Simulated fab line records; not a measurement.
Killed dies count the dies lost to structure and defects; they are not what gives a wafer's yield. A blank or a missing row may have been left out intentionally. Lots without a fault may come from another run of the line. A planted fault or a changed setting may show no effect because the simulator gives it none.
Problem report, 8D (eight disciplines) form, completed by code    flow n5 finfet    the parts of the form that need people (team, actions taken, sign-off) are left out

1. THE ISSUE
At N5_BEOL_M11_COAT_60, spin speed rpm averages 1645.2 rpm over 6 wafers from 2 lots, while fault-free wafers read 1500.1 rpm, standard deviation 0.94. That is +99 or more standard deviations from the usual mean.
The step: time 60 s, resist thk 30 nm.
Earliest sighting: wafer L588.1 on litho track-04 at day 15 01:04. Wafers with a number at this step in the record: 12, from 4 lots. Rule for "out", or "out of limits": more than 4 standard deviations from the usual mean. All remaining wafers that have a number are taken as sound.

2. WHAT IT IS, AND WHAT IT ISN'T
question                     is                      is not
which readings at this step  spin speed rpm          -
which lots                   L586, L588              L577, L591
which wafers of those lots   all that have a number  -
read on which tools          litho track-04          litho track-05
when                         from day 15 01:04       up to then (3 sound wafers); but 3 sound wafers of L591 came after

3. THE SUSPECTS, EACH WITH WHAT RULES IT OUT
Counting: a tool stays on the suspect list if, at a process step up to the reading, it processed all lots that are out and no sound lot following the first of them.
- litho track-04 at N5_BEOL_M11_COAT_60 (time 60 s, resist thk 30 nm): kept. All lots that are out passed through it, beginning with L588 at day 15 01:04, and no sound lot followed; its final sound lot before that point was L577 at day 12 07:20. Its own readings are out on those wafers: spin speed rpm.
Remaining after the count: litho track-04 at N5_BEOL_M11_COAT_60.

4. THE CAUSE (what the simulator had put in)
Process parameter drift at N5_BEOL_M11_COAT_60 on litho track-04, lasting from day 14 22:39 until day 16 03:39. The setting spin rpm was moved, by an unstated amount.
After counting, this tool was the only one left.

5. THE CHAIN OF EFFECTS, in route order
Each row: a reading where the mean over the struck wafers with a number is more than 3 standard deviations away from the usual. Readings are gone through only where the record gives a usual standard deviation; hours: the median, over the lots, of the time from a lot's start at the first step in this table giving one to that lot's start at this step; sigmas: the change measured in usual standard deviations.
hours  step                 reading         usual       on struck wafers  change  sigmas
0      N5_BEOL_M11_COAT_60  spin speed rpm  1500.1 rpm  1645.2            +145.1  +99 or more
Process steps it contains:
- N5_BEOL_M11_COAT_60: time 60 s, resist thk 30 nm.

6. HOW IT WOULD HAVE BEEN CAUGHT EARLIER
In this record the first reading out of limits was taken at day 15 01:04, 2 hours after the fault began at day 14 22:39.
